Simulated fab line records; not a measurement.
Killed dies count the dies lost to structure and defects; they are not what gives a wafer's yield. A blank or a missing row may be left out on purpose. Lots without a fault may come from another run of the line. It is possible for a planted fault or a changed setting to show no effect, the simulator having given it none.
fab line records -- flow n5-finfet
[record] lots = 11, wafers = 30, last-day = 17
route steps=1938 shown BEOL_M9@1423
lots that met no fault: taken from a fault-free run of the same line
start-h: hours from the record's opening day to when the first of the lot's shown wafers began -- wait-h: hours from the lot's prior step to this one -- " as in the row above -- L1.1+2: a single row standing in for several wafers -- - no value present, or no start provided -- * or withheld: withheld -- < > ~ a bound
route shown NAME@n: a module of which the file shows steps, and the number in the route of the first -- usual: the fault-free wafers' mean and standard deviation -- same: alike in all rows -- chamber/n: place in a boat -- sites: per-site readings -- _std_site: their standard deviation -- _edge_site: the outer-site mean with the inner-site mean subtracted -- radius-mm: for every site, how far away it sits from the centre of the wafer -- mask NAME#n: copy n -- behind: the most recent tool/chamber to have shaped the wafer -- hold: the reason the lot was held/the length of the hold in hours/how it ended -- device: the transistor (n, p or np) that didn't switch -- end of line: at the end of the route, the tests of the same wafers -- a step with no rows: only its recipe -- killed: not the wafer's yield, but the dies lost to structure and defects at the first sort -- map: per-die view of a wafer (x killed, . not killed, _ where there is no die)
set.NAME: the setting that was run; set.NAME@STEP: the one run at that earlier step -- model.NAME: the simulator's own value behind a step, which no gauge read
a sample of lots followed through the steps of the route, with each step as a table and each wafer as a row
services: when a tool's chamber went out of use (start-h, in hours from the record's first day, below 0 if earlier), for how many hours, and the reason
[[steps]]
[step N5_BEOL_M9_STRIP_19]
[recipe] chemistry = O2, power-w = 400, temp-c = 40, pressure-mtorr = 30, rf-frequency-hz = 6e+07, bias-power-w = 0, overash-fraction = 0.2, o2-flow-sccm = 225
[usual] drypump-motor-current-A = 5.92/0.27, oes-product-au = 0.77/0.081, rf-vpp-V = 3.7/0.63, showerhead-plenum-p-Torr = 2.10/0.056, throttle-valve-pct = 16.62/0.25
lot.wafer,tool,chamber,start-h,wait-h,drypump-motor-current-A,oes-product-au,rf-hours-counter-h,rf-vpp-V,showerhead-plenum-p-Torr,throttle-valve-pct
L989.3,rie-diel-06,0,199.21,0.2,5.79,0.70,178,3.6,2.20,16.88
L989.4,rie-diel-06,3,199.21,0.2,5.78,0.70,219,3.9,2.09,17.06
L989.5,rie-diel-06,2,199.21,0.2,6.03,0.70,-,3.4,2.09,16.83
L992.1,rie-diel-02,1,212.37,0.1,5.99,0.82,74,2.9,2.19,16.32
L992.2,rie-diel-02,2,212.37,0.1,5.98,0.72,177,3.7,2.11,16.59
L992.5,rie-diel-02,1,212.37,0.1,5.97,0.82,-,3.6,2.19,16.28
L991.2,rie-diel-02,2,220.73,0.1,5.94,0.73,180,3.1,2.11,16.57
L991.5,rie-diel-02,3,220.73,0.1,6.13,0.89,-,3.3,2.06,16.37
L991.6,rie-diel-02,2,220.73,0.1,5.93,0.73,-,3.3,2.11,16.57
L995.1,rie-diel-03,1,226.16,0.1,5.48,0.69,218,5.2,2.06,16.99
L995.3,rie-diel-03,2,226.16,0.1,6.02,0.79,99,3.5,2.10,16.55
L995.5,rie-diel-03,3,226.16,0.1,5.84,0.68,-,4.2,2.17,16.73
L994.4,rie-diel-02,3,235.03,0.1,6.14,0.89,26,3.3,2.06,16.37
L994.5,rie-diel-02,1,235.03,0.1,5.95,0.80,-,4.7,2.18,16.34
L996.2,rie-diel-03,1,255.63,0.1,5.48,0.69,228,3.9,2.05,17.02
L996.4,rie-diel-03,2,255.63,0.1,6.03,0.79,108,4.7,2.09,16.57
L996.6,rie-diel-03,3,255.63,0.1,5.82,0.69,-,4.5,2.16,16.73
L999.2,rie-diel-02,2,267.51,0.1,5.96,0.71,194,3.4,2.10,16.63
L999.3,rie-diel-02,1,267.51,0.1,5.98,0.80,90,3.4,2.18,16.32
L999.6,rie-diel-02,2,267.51,0.1,5.97,0.72,-,4.0,2.10,16.61
L100.1,rie-diel-06,0,270.67,0.1,5.80,0.70,201,3.7,2.19,16.94
L100.6,rie-diel-06,1,270.67,0.1,6.49,0.84,-,3.5,2.12,16.35
L102.1,rie-diel-03,0,283.46,0.1,5.74,0.74,194,3.0,2.00,16.83
L102.4,rie-diel-03,2,283.46,0.1,6.04,0.78,-,3.4,2.09,16.58
L102.6,rie-diel-03,1,283.46,0.1,5.49,0.68,-,3.5,2.05,17.02
L105.2,rie-diel-03,0,303.44,0.2,5.72,0.74,199,4.1,2.00,16.83
L105.6,rie-diel-03,3,303.44,0.2,5.83,0.94,-,3.0,2.16,16.24
L112.1,rie-diel-03,3,344.74,0.1,5.81,0.91,18,3.3,2.16,16.26
L112.2,rie-diel-03,0,344.74,0.1,5.74,0.72,214,4.0,2.00,16.86
L112.6,rie-diel-03,2,344.74,0.1,6.04,0.76,-,3.9,2.08,16.62
[step N5_BEOL_M9_CD_MEAS_28]
[recipe] target-cd-nm = 70, landing-energy-ev = 500, detector = se-inlens, polarity = opening
[usual] cd-nm = 69.96/0.26
lot.wafer,tool,chamber,start-h,wait-h,cd-nm
L989.3,cd-sem-01,0,200.61,-,70.04
L989.4,cd-sem-01,0,200.61,-,70.57
L989.5,cd-sem-01,0,200.61,-,70.19
L992.1,cd-sem-02,0,212.90,-,69.93
L992.2,cd-sem-02,0,212.90,-,70.22
L992.5,cd-sem-02,0,212.90,-,69.91
L991.2,cd-sem-01,0,221.59,-,69.95
L991.5,cd-sem-01,0,221.59,-,70.37
L991.6,cd-sem-01,0,221.59,-,69.74
L995.1,cd-sem-02,0,228.85,-,69.61
L995.3,cd-sem-02,0,228.85,-,70.01
L995.5,cd-sem-02,0,228.85,-,69.83
L994.4,cd-sem-03,0,237.20,-,70.11
L994.5,cd-sem-03,0,237.20,-,70.01
L996.2,cd-sem-02,0,256.04,-,69.66
L996.4,cd-sem-02,0,256.04,-,70.35
L996.6,cd-sem-02,0,256.04,-,69.85
L999.2,cd-sem-02,0,268.46,-,69.92
L999.3,cd-sem-02,0,268.46,-,69.74
L999.6,cd-sem-02,0,268.46,-,69.52
L100.1,cd-sem-01,0,271.95,-,69.94
L100.6,cd-sem-01,0,271.95,-,70.15
L102.1,cd-sem-02,0,283.83,-,69.88
L102.4,cd-sem-02,0,283.83,-,69.92
L102.6,cd-sem-02,0,283.83,-,69.84
L105.2,cd-sem-03,0,303.83,-,70.08
L105.6,cd-sem-03,0,303.83,-,70.03
L112.1,cd-sem-03,0,345.15,-,70.09
L112.2,cd-sem-03,0,345.15,-,70.30
L112.6,cd-sem-03,0,345.15,-,70.52
[step N5_BEOL_M9_ETCH_65]
[recipe] chemistry = CF4, target = SiARC, target-depth-a = 156, mask-material = CAR-EUV, time-s = 26, ion-energy-ev = 80, pressure-mtorr = 40, source-w = 545, bias-w = 36, Ar_flow_sccm = 100, cf4-flow-sccm = 100, ends = cleared
[usual] drypump-motor-current-A = 5.92/0.27, etch-rf-on-time-s = 25.7/1, oes-product-au = 0.66/0.063, rf-vpp-V = 184.1/1.1, showerhead-plenum-p-Torr = 2.15/0.054, throttle-valve-pct = 15.58/0.23
lot.wafer,tool,chamber,start-h,wait-h,drypump-motor-current-A,etch-rf-on-time-s,oes-product-au,rf-hours-counter-h,rf-vpp-V,showerhead-plenum-p-Torr,throttle-valve-pct
L989.3,rie-diel-06,1,200.78,0.0,6.47,27.0,0.72,60,183.0,2.19,15.35
L989.4,rie-diel-06,0,200.78,0.0,5.79,25.9,0.62,178,185.3,2.21,15.65
L989.5,rie-diel-06,2,200.78,0.0,6.03,24.4,0.62,-,184.4,2.09,15.59
L992.1,rie-diel-02,1,213.29,0.0,5.97,25.1,0.71,74,184.8,2.25,15.37
L992.2,rie-diel-02,2,213.29,0.0,5.91,25.4,0.64,177,182.3,2.13,15.43
L992.5,rie-diel-02,2,213.29,0.0,5.93,25.7,0.63,-,184.1,2.13,15.43
L991.2,rie-diel-03,3,221.94,0.0,5.80,26.4,0.59,237,184.8,2.19,15.58
L991.5,rie-diel-03,0,221.94,0.0,5.72,25.4,0.65,-,183.7,2.06,15.75
L991.6,rie-diel-03,3,221.94,0.0,5.82,26.7,0.60,-,184.6,2.19,15.58
L995.1,rie-diel-02,1,229.45,0.0,5.95,25.2,0.70,78,184.7,2.25,15.39
L995.3,rie-diel-02,0,229.45,0.0,5.46,26.4,0.74,33,183.6,2.11,15.44
L995.5,rie-diel-02,2,229.45,0.0,5.93,25.6,0.62,-,183.3,2.13,15.41
L994.4,rie-diel-06,3,237.58,0.0,5.78,27.3,0.58,231,183.4,2.13,16.05
L994.5,rie-diel-06,1,237.58,0.0,6.49,26.6,0.71,-,184.2,2.19,15.38
L996.2,rie-diel-02,2,256.49,0.0,5.94,25.8,0.62,191,184.2,2.12,15.46
L996.4,rie-diel-02,3,256.49,0.0,6.14,24.8,0.76,33,185.7,2.11,15.38
L996.6,rie-diel-02,2,256.49,0.0,5.97,25.6,0.62,-,184.5,2.12,15.43
L999.2,rie-diel-02,1,268.63,0.0,5.97,25.4,0.69,91,186.6,2.25,15.39
L999.3,rie-diel-02,3,268.63,0.0,6.12,24.8,0.75,37,182.8,2.11,15.38
L999.6,rie-diel-02,1,268.63,0.0,5.98,24.9,0.70,-,185.2,2.25,15.40
L100.1,rie-diel-02,3,272.42,0.0,6.14,24.6,0.75,39,182.4,2.11,15.40
L100.6,rie-diel-02,3,272.42,0.0,6.13,24.8,0.75,-,183.9,2.11,15.39
L102.1,rie-diel-03,0,284.01,0.0,5.70,24.9,0.64,194,182.6,2.06,15.78
L102.4,rie-diel-03,0,284.01,0.0,5.72,25.1,0.64,-,183.1,2.06,15.80
L102.6,rie-diel-03,2,284.01,0.0,6.04,24.3,0.67,-,184.1,2.17,15.71
L105.2,rie-diel-03,3,304.10,0.0,5.85,20.2,0.93,4,185.5,2.18,15.10
L105.6,rie-diel-03,2,304.10,0.0,6.04,18.6,0.79,-,184.2,2.16,15.72
L112.1,rie-diel-06,3,345.33,0.0,5.78,26.2,0.81,6,185.3,2.13,15.59
L112.2,rie-diel-06,0,345.33,0.0,5.78,26.0,0.58,224,183.9,2.19,15.75
L112.6,rie-diel-06,3,345.33,0.0,5.80,26.1,0.81,-,182.6,2.13,15.62
[step N5_BEOL_M9_TRENCH_ETCH_37]
[recipe] chemistry = C4F6/O2, target-depth-a = 1514.3, target = SiCOH_lowk, time-s = 49, ion-energy-ev = 250, pressure-mtorr = 30, source-w = 345, bias-w = 185, Ar_flow_sccm = 300, C4F6_flow_sccm = 10, O2_flow_sccm = 10
[usual] drypump-motor-current-A = 5.93/0.27, oes-product-au = 0.77/0.076, rf-vpp-V = 660/25, showerhead-plenum-p-Torr = 2.85/0.074, throttle-valve-pct = 20.86/0.23
lot.wafer,tool,chamber,start-h,wait-h,drypump-motor-current-A,oes-product-au,rf-hours-counter-h,rf-vpp-V,showerhead-plenum-p-Torr,throttle-valve-pct
L989.3,rie-diel-06,1,-,-,6.47,0.85,60,694,2.92,20.77
L989.4,rie-diel-06,0,-,-,5.81,0.72,178,668,2.93,20.88
L989.5,rie-diel-06,2,-,-,6.01,0.71,-,657,2.78,20.79
L992.1,rie-diel-02,1,-,-,5.98,0.82,74,684,2.99,20.69
L992.2,rie-diel-02,2,-,-,5.95,0.73,178,637,2.86,20.81
L992.5,rie-diel-02,2,-,-,5.95,0.73,-,637,2.86,20.82
L991.2,rie-diel-03,3,-,-,5.85,0.69,237,676,2.88,20.64
L991.5,rie-diel-03,0,-,-,5.77,0.75,-,666,2.73,21.03
L991.6,rie-diel-03,3,-,-,5.83,0.70,-,675,2.88,20.66
L995.1,rie-diel-02,1,-,-,5.96,0.82,78,684,2.99,20.68
L995.3,rie-diel-02,0,-,-,5.49,0.87,33,684,2.78,20.69
L995.5,rie-diel-02,2,-,-,5.99,0.73,-,637,2.86,20.82
L994.4,rie-diel-06,3,-,-,5.78,0.68,231,653,2.83,21.32
L994.5,rie-diel-06,1,-,-,6.48,0.83,-,693,2.91,20.79
L996.2,rie-diel-02,2,-,-,5.96,0.72,191,638,2.85,20.82
L996.4,rie-diel-02,3,-,-,6.15,0.87,34,619,2.80,20.74
L996.6,rie-diel-02,2,-,-,5.99,0.72,-,639,2.85,20.84
L999.2,rie-diel-02,1,-,-,5.99,0.80,91,685,2.98,20.70
L999.3,rie-diel-02,3,-,-,6.14,0.86,38,621,2.80,20.74
L999.6,rie-diel-02,1,-,-,5.97,0.82,-,685,2.98,20.71
L100.1,rie-diel-02,3,-,-,6.14,0.85,39,619,2.80,20.75
L100.6,rie-diel-02,3,-,-,6.15,0.85,-,619,2.80,20.74
L102.1,rie-diel-03,0,-,-,5.74,0.74,194,666,2.72,21.05
L102.4,rie-diel-03,0,-,-,5.76,0.74,-,667,2.72,21.08
L102.6,rie-diel-03,2,-,-,6.06,0.77,-,614,2.87,21.01
L105.2,rie-diel-03,3,-,-,5.82,0.94,5,646,2.88,20.23
L105.6,rie-diel-03,2,-,-,6.03,0.77,-,614,2.87,21.00
L112.1,rie-diel-06,3,-,-,5.78,0.95,6,653,2.82,21.01
L112.2,rie-diel-06,0,-,-,5.83,0.69,224,666,2.91,20.95
L112.6,rie-diel-06,3,-,-,5.80,0.95,-,654,2.82,21.01
[[services]]
tool,chamber,start-h,hours,kind
rie-diel-03,-,220.73,0.9,repair
rie-diel-02,3,229.20,1.3,repair
rie-diel-03,0,237.94,16.9,repair
rie-diel-03,3,265.27,-,clean
rie-diel-03,3,265.27,-,consumable-replace:esc
rie-diel-03,3,265.27,-,consumable-replace:focus-ring
rie-diel-03,3,265.27,20.3,scheduled-down
rie-diel-03,3,265.27,20.3,vent-cycle
rie-diel-06,3,300.38,-,clean
rie-diel-06,3,300.38,-,consumable-replace:focus-ring
rie-diel-06,3,300.38,24.3,scheduled-down
rie-diel-06,3,300.38,24.3,vent-cycle
rie-diel-03,1,324.62,-,clean
rie-diel-03,1,324.62,-,consumable-replace:focus-ring
rie-diel-03,1,324.62,24.0,scheduled-down
rie-diel-03,1,324.62,24.0,vent-cycle
rie-diel-02,2,343.65,3.2,repair
[[key]]
[first-sign] step = N5_BEOL_M9_ETCH_65, reading = etch-rf-on-time-s, direction = down, sigmas = 6.2, usual = *, struck = *
effect none on later readings
met-at N5_BEOL_M9_ETCH_65
struck-lots L105
struck-wafers L105.2,L105.6
not-acting-at N5_BEOL_M9_STRIP_19,N5_BEOL_M9_CD_MEAS_28,N5_BEOL_M9_TRENCH_ETCH_37
onset-between 284.01 304.10
[fault] kind = process-parameter-drift, tool = rie-diel-03, chamber = -, onset-h = 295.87, steps = N5_BEOL_M9_ETCH_65, channel = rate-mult, offset = 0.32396, shape = step, end-h = 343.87, scope = struck-wafers-only
